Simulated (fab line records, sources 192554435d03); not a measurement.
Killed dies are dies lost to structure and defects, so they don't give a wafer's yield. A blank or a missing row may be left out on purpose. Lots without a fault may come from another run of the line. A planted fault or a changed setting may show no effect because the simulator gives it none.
A struck lot beside a sound one | flow n5_finfet | 26 steps out of a route of 1938
Sound: wafers L974.2, L974.3, L974.6. Struck: wafers L988.1, L988.2, L988.6. The cause comes at the end.
At each step with rows: each side's tool, then ch and its chambers, then its first start. Under that, the readings that differ: sound wafers | struck wafers | difference of the means | sigmas: that difference in standard deviations of wafers without a fault.
alike: readings whose means differ by less than 2 such deviations, and words and numbers that are the same on both sides. not compared: withheld readings, readings that some wafer has no value for, bounds like >300 that may hide the same value, and numbers for which the record gives no deviation and whose values overlap.
The two part at a step that has a row with sigmas, a row that says differs or no value, or rows on one side only. Numbers that don't overlap but have no deviation are shown without sigmas and don't part them. A reading that every wafer of one side lacks parts them only if that side has two wafers or more.

N5_BEOL_M5_PRE_CLEAN_77: time 15 s.
  sound on cvd_co-01 ch 0,1,2, day 10 21:40; struck on cvd_co-02 ch 0,2, day 14 12:49
  alike: heater_power_w
then, 3 steps without rows for these wafers: N5_BEOL_M5_CO_CAP_78 (material Co, precursor CCTBA/H2, target thk 2 nm, time 102.1 s); N5_BEOL_M5_PRE_CLEAN_55 (time 15 s); N5_BEOL_M5_DEP_56 (deposits SiCN from 3MS/NH3, target thk 8 nm, time 14 s).
N5_BEOL_M5_RS_MEAS_57: measures by four-point-probe.
  sound on film_metro-02, day 10 22:01; struck on film_metro-01, day 14 13:02
  alike: M5_RS
N5_BEOL_M5_INSPECT_58: inspects for defects (darkfield).
  sound on defect_inspect-02, day 10 22:02; struck on defect_inspect-02, day 14 13:04
  alike: raw_defect_count
then, 1 step without rows for these wafers: N5_BEOL_M6_ILD_DEP_00 (deposits SiCOH lowk from DEMS/porogen, target thk 179.75 nm, time 33.4 s).
N5_BEOL_M6_CURE_74: cures SiCOH lowk, time 240 s.
  sound on uv_cure-03 ch 0, day 10 22:13; struck on uv_cure-01 ch 2, day 14 13:14
  alike: lamp_power_pct, wafer_temp_C_max
N5_BEOL_M6_THK_MEAS_01:
  sound on film_metro-01, day 10 22:40; struck on film_metro-01, day 14 13:44
  alike: M6_ILD_THK
N5_BEOL_M6_PECVD_70: deposits SiO2 from TEOS/O2, target thk 20 nm, time 22.7 s.
  sound on pecvd-03 ch 2, day 10 22:43; struck on pecvd-02 ch 1,2, day 14 13:47
  alike: heater_power_w, showerhead_plenum_p_Torr, throttle_valve_pct
N5_BEOL_M6_HM_DEP_02: deposits TiN, target thk 20 nm.
  sound on pvd_sputter-03, day 10 23:16; struck on pvd_sputter-01, day 14 14:52
  alike: throttle_valve_pct
then, 1 step without rows for these wafers: N5_BEOL_M6_COAT_59 (time 60 s, resist thk 100 nm).
N5_BEOL_M6_COAT_60: time 60 s, resist thk 35 nm.
  sound on litho_track-02 ch 0, day 10 23:24; struck on litho_track-03 ch 0, day 14 14:59
  reading                                    | sound                | struck               | difference | sigmas
  spin_speed_rpm (rpm)                       | 1501.8 1500.5 1498.6 | 1548.4 1548.6 1549.1 | +48.4      | +40
  model.SiARC_of_BEOL_M6_COAT_60.thk_nm (nm) | 35 34.8 35           | 34.4 34.4 34.4       | -0.5       |
  alike: exhaust_pa
then, 6 steps without rows for these wafers: N5_BEOL_M6_COAT_05 (resist thk 90 nm); N5_BEOL_M6_EBR_07; N5_BEOL_M6_SOFTBAKE_06 (time 60 s); N5_BEOL_M6_EXPOSE_08 (exposes mask M6); N5_BEOL_M6_PEB_09 (peb time 60 s); N5_BEOL_M6_DEVELOP_10 (develop time 30 s).
N5_BEOL_M6_CD_MEAS_11: target cd 38.5 nm.
  sound on cd_sem-02 ch 0, day 10 23:38; struck on cd_sem-02 ch 0, day 14 15:14
  alike: cd_nm
N5_BEOL_M6_OVL_MEAS_12:
  sound on overlay-02 ch 0, day 10 23:41; struck on overlay-02 ch 0, day 14 15:16
  alike: M6_OVL
N5_BEOL_M6_INSPECT_13: inspects for defects (brightfield).
  sound on defect_inspect-02, day 10 23:43; struck on defect_inspect-01, day 14 15:17
  reading          | sound       | struck      | difference | sigmas
  raw_defect_count | 720 548 555 | 339 366 339 | -260       | -3
N5_BEOL_M6_DESCUM_16: chemistry O2, time 7.9 s.
  sound on rie_diel-03 ch 1,3, day 10 23:54; struck on rie_diel-04 ch 1,2,3, day 14 15:21
  alike: drypump_motor_current_A, oes_product_au, rf_vpp_V, showerhead_plenum_p_Torr, throttle_valve_pct
  not compared: rf_hours_counter_h
N5_BEOL_M6_ETCH_61: etches SiARC in CF4, target depth 45.5 nm, time 75.8 s.
  sound on rie_diel-03 ch 1,3, day 10 23:56; struck on rie_diel-04 ch 1,2,3, day 14 15:23
  reading                  | sound          | struck            | difference | sigmas
  model.etch.depth_nm (nm) | 34.96 34.83 35 | 34.38 34.41 34.43 | -0.52      |
  alike: drypump_motor_current_A, etch_rf_on_time_s, oes_product_au, rf_vpp_V, showerhead_plenum_p_Torr, throttle_valve_pct
  not compared: rf_hours_counter_h
N5_BEOL_M6_ETCH_62: etches SOC in N2/H2, target depth 110 nm, overetch 22 nm, time 165 s.
  sound on rie_diel-03 ch 1,3, day 10 23:59; struck on rie_diel-04 ch 1,2,3, day 14 15:26
  reading                                    | sound          | struck         | difference | sigmas
  model.SiARC_of_BEOL_M6_COAT_60.thk_nm (nm) | 28.4 28.4 28.4 | 27.8 27.6 27.6 | -0.7       |
  alike: drypump_motor_current_A, h2_flow_sccm, n2_flow_sccm, oes_product_au, rf_vpp_V, showerhead_plenum_p_Torr, throttle_valve_pct
  not compared: rf_hours_counter_h
then, 1 step without rows for these wafers: N5_BEOL_M6_STRIP_68 (strips in N2/H2).

WHERE THEY PART
First at N5_BEOL_M6_COAT_60; last, within this record, at N5_BEOL_M6_INSPECT_13. Later steps at which nothing parts them and some readings are alike: N5_BEOL_M6_DESCUM_16, N5_BEOL_M6_ETCH_61, N5_BEOL_M6_ETCH_62.

WHY: what the simulator had put in
Process parameter drift: litho_track-03, from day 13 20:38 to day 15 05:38, at N5_BEOL_M6_COAT_60. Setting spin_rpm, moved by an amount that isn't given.
